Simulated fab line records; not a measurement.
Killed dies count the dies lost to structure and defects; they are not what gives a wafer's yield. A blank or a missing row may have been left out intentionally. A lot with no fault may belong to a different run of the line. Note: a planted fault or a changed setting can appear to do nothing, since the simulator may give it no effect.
Problem report in the 8D (eight disciplines) form, filled by code    flow n5_finfet    the parts of the form that need people (team, actions taken, sign-off) are left out

## 1. WHAT WENT WRONG
Wafers with no fault read 65.2 s with a standard deviation of 1.4, whereas etch_rf_on_time_s at N5_BEOL_M11_ETCH_65 reads a mean of 47.6 s on 1 wafer of 1 lot. Measured from the usual mean, that is -13 standard deviations.
The step: etches SiARC in CF4, target depth 39 nm, time 65 s.
First observed at day 17 01:26: wafer L987.6, on rie_diel-06. At this step, 29 wafers from 10 lots have a number in the record. By rule, "out" or "out of limits" means more than 4 standard deviations away from the usual mean. All remaining wafers that have a number are taken as sound.

## 2. WHAT THIS IS AND IS NOT
question                     is                 is not
which readings at this step  etch_rf_on_time_s  drypump_motor_current_A, oes_product_au, rf_vpp_V, showerhead_plenum_p_Torr, throttle_valve_pct
which lots                   L987               L968, L972, L973, L974, L975, L976, L978, L982, L988
which wafers of those lots   L987.6             L987.2
read on which tools          rie_diel-06        rie_diel-01, rie_diel-05
when                         from day 17 01:26  up to then (28 sound wafers)

## 3. WHAT RULES OUT EACH SUSPECT
Counting: a tool at a process step up to the reading stays a suspect if it ran every lot that is out. Sound lots after the first of them don't rule it out here, since some wafers of a struck lot are sound.
- rie_diel-01 at N5_BEOL_M11_DESCUM_16 (chemistry O2, time 7.9 s): kept. The lot that is out, L987, ran on it at day 16 23:22; the last sound lot it ran before that was L978, at day 11 14:30.
- rie_diel-06 at N5_BEOL_M11_ETCH_65 (etches SiARC in CF4, target depth 39 nm, time 65 s): kept. The lot that is out, L987, ran on it at day 17 01:26; the last sound lot it ran before that was L978, at day 11 16:50. Its own readings are out on those wafers: etch_rf_on_time_s.
- At N5_BEOL_M11_DESCUM_16 on rie_diel-01, chamber 0 took the sound wafers of the same lots and chamber 1 took the wafers that are out.
- At N5_BEOL_M11_ETCH_65 on rie_diel-06, chamber 2 took the sound wafers of the same lots and chamber 0 took the wafers that are out.
Left after counting: rie_diel-01 at N5_BEOL_M11_DESCUM_16, rie_diel-06 at N5_BEOL_M11_ETCH_65.

## 4. THE CAUSE (what the simulator had put in)
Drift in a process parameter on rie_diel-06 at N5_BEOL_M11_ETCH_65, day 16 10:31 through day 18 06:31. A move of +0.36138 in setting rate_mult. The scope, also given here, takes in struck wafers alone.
Of the 2 suspects that counting leaves, this tool is one.

## 5. THE CHAIN OF EFFECTS, in route order
Rows list readings where the struck wafers' mean (over those with a number) sits beyond 3 standard deviations from the usual. Readings are gone through only where the record gives a usual standard deviation; hours: the median, over the lots, of the time from a lot's start at the first step in this table giving one to that lot's start at this step; sigmas: the change measured in usual standard deviations.
hours  step                 reading            usual   on struck wafers  change  sigmas
0      N5_BEOL_M11_ETCH_65  etch_rf_on_time_s  65.2 s  47.6              -17.6   -13
The process steps in it:
- N5_BEOL_M11_ETCH_65: etches SiARC in CF4, target depth 39 nm, time 65 s.
At these later measuring or inspecting steps, every struck wafer for which the step has a row has a number for every such reading, and none has moved that far: N5_BEOL_M11_OCD_MEAS_38.

## 6. HOW IT WOULD HAVE BEEN CAUGHT EARLIER
In this record the first reading out of limits was taken at day 17 01:26, 15 hours after the fault began at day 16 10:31.
